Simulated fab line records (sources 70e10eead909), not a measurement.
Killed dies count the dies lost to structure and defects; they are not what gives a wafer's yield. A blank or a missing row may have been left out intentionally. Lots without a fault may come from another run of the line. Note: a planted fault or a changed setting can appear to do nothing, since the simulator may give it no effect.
Chamber matching	flow nand harc	NHARC_A_STAIRCASE_DEP_151 on pecvd-04: 3 sister chambers
The step deposits SiO2, target thk 7200 nm. 3 wafers are shown with their chamber, then 7 later ones without.

EACH WAFER AND ITS CHAMBER
wafer	chamber	heater power w (W)
L163.6	1	601
L166.2	2	619
L166.5	0	537

WAFERS WITH NO CHAMBER GIVEN
wafer	heater power w (W)
L166.6	603
L167.3	576
L167.5	599
L167.6	532
L168.4	530
L168.5	604
L168.6	488

WHICH CHAMBER EACH WENT THROUGH
wafer	from the rows above	in truth
L166.6	can't be placed: 1 or 2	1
L167.3	can't be placed: 1 or 0 or 2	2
L167.5	can't be placed: 1 or 2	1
L167.6	0	0
L168.4	0	0
L168.5	can't be placed: 1 or 2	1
L168.6	0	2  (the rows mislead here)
Correctly placed: 2 of 7. These rows do not allow placing 4 (true chamber among the candidates in 4). Placed wrongly: 1.
How it was worked out, from the rows above alone: a wafer's distance from a chamber is the root of the sum, over the readings, of the square of ((its reading less the chamber's mean) divided by the reading's scatter). If the next closest chamber is less than 2 further off than the closest, the wafer can't be placed; otherwise it belongs to the closest. For every chamber, the mean is computed from those of its wafers that are shown. The scatter (one wafer shown for each chamber): square how far every hidden wafer sits from the nearest shown wafer, average those squares and take the square root.
